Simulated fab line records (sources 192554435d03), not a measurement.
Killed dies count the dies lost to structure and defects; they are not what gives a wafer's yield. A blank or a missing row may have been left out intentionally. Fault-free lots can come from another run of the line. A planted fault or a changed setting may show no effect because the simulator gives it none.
What tool caused it?    flow n5-finfet    12 lots with 36 wafers sampled at 4 steps, on a route of 1938 steps

## WHAT EACH GAUGE READ, for each wafer
N5_BEOL_M2_THK_MEAS_53: measures by xrf.
lot   measured      on             M2_THK (nm)
L074  day 7 14:35   film-metro-02  39.1 39.3 42.6
L078  day 7 18:14   film-metro-02  41.2 44.0 42.6
L080  day 8 13:29   film-metro-01  41.6 37.9 38.6
L081  day 9 09:26   film-metro-01  43.5 39.5 39.6
L083  day 10 01:30  film-metro-01  40.7 40.7 40.0
L085  day 11 22:29  film-metro-02  38.6 42.6 41.3
L086  day 12 02:28  film-metro-01  42.0 39.2 40.3
L090  day 12 08:38  film-metro-01  37.8 38.6 38.7
L092  day 12 17:29  film-metro-02  38.0 39.9 38.6
L093  day 12 20:41  film-metro-01  44.4 42.6 41.5
L095  day 13 00:24  film-metro-01  39.0 39.3 40.4
L097  day 13 09:09  film-metro-02  40.5 42.4 41.0

## WHAT TOOL EACH LOT RAN ON (gives the tool, then ch and the chambers of the sampled wafers, and finally the start)
lot   N5_BEOL_M2_ETCH_69                  N5_BEOL_M2_ETCH_41                             N5_BEOL_M2_SURFACE_TREAT_85
L074  rie-diel-05 ch 0,1,2, day 7 08:36   rie-diel-03 ch 1,2, day 7 11:45 or earlier     pvd-sputter-02, day 7 11:45
L078  rie-diel-05 ch 0,1,2, day 7 12:35   rie-diel-05 ch 1,2, day 7 15:11 or earlier     pvd-sputter-01, day 7 15:11
L080  rie-diel-01 ch 1,2,3, day 8 04:46   rie-diel-01 ch 1,2,3, day 8 10:38 or earlier   pvd-sputter-03, day 8 10:38
L081  rie-diel-01 ch 0,1,2, day 9 02:59   rie-diel-05 ch 2,3, day 9 05:04 or earlier     pvd-sputter-03, day 9 05:04
L083  rie-diel-03 ch 1,2, day 9 10:32     rie-diel-03 ch 0,3, day 9 22:37 or earlier     pvd-sputter-02, day 9 22:37
L085  rie-diel-05 ch 1,2,3, day 10 06:27  rie-diel-05 ch 1,3, day 11 19:40 or earlier    pvd-sputter-03, day 11 19:40
L086  rie-diel-03 ch 1,2, day 10 18:46    rie-diel-05 ch 0,3, day 11 23:32 or earlier    pvd-sputter-02, day 11 23:32
L090  rie-diel-03 ch 0,1, day 10 22:05    rie-diel-01 ch 0,2, day 12 05:41 or earlier    pvd-sputter-03, day 12 05:41
L092  rie-diel-05 ch 0,1,3, day 11 05:10  rie-diel-01 ch 0,1,2, day 12 13:41 or earlier  pvd-sputter-03, day 12 13:41
L093  rie-diel-03 ch 2,3, day 11 11:41    rie-diel-05 ch 1,2, day 12 17:50 or earlier    pvd-sputter-02, day 12 17:50
L095  rie-diel-01 ch 1,2,3, day 11 21:13  rie-diel-05 ch 1,2, day 12 21:10 or earlier    pvd-sputter-01, day 12 21:10
L097  rie-diel-01 ch 0,1,3, day 12 18:55  rie-diel-03 ch 0,1,3, day 13 04:05 or earlier  pvd-sputter-03, day 13 04:05
- N5_BEOL_M2_ETCH_69: etches SiARC in CF4, target depth 15.6 nm, time 26 s.
- N5_BEOL_M2_ETCH_41: etches SiCN in CH3F/O2, target depth 29.9 nm, time 52.5 s.
- N5_BEOL_M2_SURFACE_TREAT_85

## THE ANSWER, worked out from the rows above alone
Rule: the usual values come from the lots themselves. Put in order of their means at a reading, lots are off if they are a third of the lots or fewer, leave a main group of 4 or more, and stand apart from it by a gap of 3 or more times the standard deviation of the main group's means; of several such gaps the widest counts. Not used: any main group whose means are identical at the precision the tables above print for the reading. Also off: a lot with no number at a reading for which 4 or more lots have one. All remaining lots with rows at the step are treated as sound.
No lot is off on any of the readings shown, so nothing can be concluded from this.

## WHAT THE SIMULATOR PUT IN
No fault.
